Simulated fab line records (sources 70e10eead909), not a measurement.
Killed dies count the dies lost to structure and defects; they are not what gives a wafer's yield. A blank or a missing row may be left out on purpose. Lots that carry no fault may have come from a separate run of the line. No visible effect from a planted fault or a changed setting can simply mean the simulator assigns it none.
Matching of chambers ; flow nand-harc ; NHARC_A_CHANNEL_FILL_D2_STRIP_28 on rie-diel-08 has 4 sister chambers
The step strips in O2, time 20 s. 16 wafers are shown with their chamber, then 8 later ones without.

## WAFERS, EACH WITH ITS CHAMBER
wafer;chamber;showerhead-plenum-p-Torr (Torr);throttle-valve-pct (%);rf-vpp-V (V)
L080.1;2;3.53;17.035;57.3
L080.2;1;3.47;17.029;56.7
L080.3;0;3.81;17.035;56.6
L080.4;3;3.34;17.041;56.7
L080.5;2;3.53;17.028;58.6
L080.6;3;3.34;17.039;57.4
L084.2;3;3.33;17.045;57.4
L084.3;2;3.53;17.025;57.9
L084.6;0;3.81;17.030;57.9
L091.1;3;3.33;17.042;56.2
L091.2;0;3.80;17.044;58.9
L091.3;2;3.52;17.032;58.0
L091.4;1;3.46;17.039;57.3
L091.5;3;3.33;17.049;56.4
L091.6;0;3.80;17.037;57.7
L093.1;0;3.80;17.047;57.5

SIGNATURES (means of the wafers above)
reading;chamber 0;chamber 1;chamber 2;chamber 3;scatter within a chamber
showerhead-plenum-p-Torr;3.8040;3.4650;3.5275;3.3340;0.00552
throttle-valve-pct;17.03860;17.03400;17.03000;17.04320;0.00546
rf-vpp-V;57.720;57.000;57.950;56.820;0.646
Rule: for a wafer and a chamber, the distance is found by dividing, reading by reading, the gap between the wafer's reading and the chamber's mean by the reading's scatter, squaring, summing and taking the root. If the next closest chamber is less than 2 further off than the closest, the wafer can't be placed; otherwise it belongs to the closest. The scatter is the square root of a quotient: the sum, over the shown wafers, of each reading's squared deviation from its chamber's mean, divided by wafers minus chambers.

## WAFERS WITHOUT THEIR CHAMBER
wafer;showerhead-plenum-p-Torr (Torr);throttle-valve-pct (%);rf-vpp-V (V)
L093.2;3.46;17.035;57.3
L093.3;3.52;17.029;56.6
L093.4;3.33;17.020;56.0
L093.5;3.52;17.022;56.8
L093.6;3.33;17.037;59.3
L096.1;3.51;17.034;58.4
L096.4;3.79;17.032;59.2
L096.5;3.79;17.045;58.4

## CHAMBER TAKEN BY EACH
wafer;from the rows above;in truth
L093.2;1;1
L093.3;2;2
L093.4;3;3
L093.5;2;2
L093.6;3;3
L096.1;2;2
L096.4;0;0
L096.5;0;0
Placed correctly: 8 of 8. From these rows, 0 cannot be placed. Number placed wrongly: 0.
